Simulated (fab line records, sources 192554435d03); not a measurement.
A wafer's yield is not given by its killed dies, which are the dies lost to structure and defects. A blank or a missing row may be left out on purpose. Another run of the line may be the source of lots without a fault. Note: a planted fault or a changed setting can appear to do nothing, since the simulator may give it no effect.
Matching of chambers + flow n5-finfet + pecvd-04 running N5_FIN_SAQP_PECVD_47: 3 sister chambers
The step deposits a-Si from SiH4/He, target thk 45 nm, time 36.3 s. 6 wafers are shown with their chamber, then 8 later ones without.

WAFERS PAIRED WITH THEIR CHAMBERS
| wafer  | chamber | showerhead-plenum-p-Torr (Torr) | throttle-valve-pct (%) |
|--------|---------|---------------------------------|------------------------|
| L080.3 | 1       | 5.71                            | 18.5                   |
| L080.6 | 2       | 5.59                            | 16.7                   |
| L085.4 | 0       | 5.71                            | 18.4                   |
| L085.5 | 1       | 5.72                            | 18.4                   |
| L085.6 | 2       | 5.61                            | 17.3                   |
| L086.1 | 0       | 5.71                            | 18.6                   |

WAFERS WITH NO CHAMBER GIVEN
| wafer  | showerhead-plenum-p-Torr (Torr) | throttle-valve-pct (%) |
|--------|---------------------------------|------------------------|
| L086.3 | 5.71                            | 18.9                   |
| L086.4 | 5.60                            | 17.4                   |
| L088.1 | 5.72                            | 18.5                   |
| L088.2 | 5.70                            | 18.1                   |
| L088.6 | 5.61                            | 17.3                   |
| L092.1 | 5.72                            | 18.7                   |
| L092.2 | 5.70                            | 18.2                   |
| L092.6 | 5.61                            | 17.4                   |

EACH ONE'S CHAMBER
| wafer  | from the rows above     | in truth |
|--------|-------------------------|----------|
| L086.3 | can't be placed: 0 or 1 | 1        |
| L086.4 | 2                       | 2        |
| L088.1 | can't be placed: 1 or 0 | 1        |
| L088.2 | can't be placed: 0 or 1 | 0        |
| L088.6 | 2                       | 2        |
| L092.1 | can't be placed: 1 or 0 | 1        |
| L092.2 | can't be placed: 0 or 1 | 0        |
| L092.6 | 2                       | 2        |
Placed correctly: 3 of 8. Not placeable from these rows: 5 (in 5, the candidates include the true chamber). 0 placed wrongly.
How it was worked out, from the rows above alone: a wafer's distance from a chamber is the root of the sum, over the readings, of the square of ((its reading less the chamber's mean) divided by the reading's scatter). If the next closest chamber is less than 2 further off than the closest, the wafer can't be placed; otherwise it belongs to the closest. The mean given for a chamber averages the wafers shown for that chamber. The scatter: the root of (the sum of the squares of (reading less its chamber's mean) over the shown wafers, divided by (wafers less chambers)).
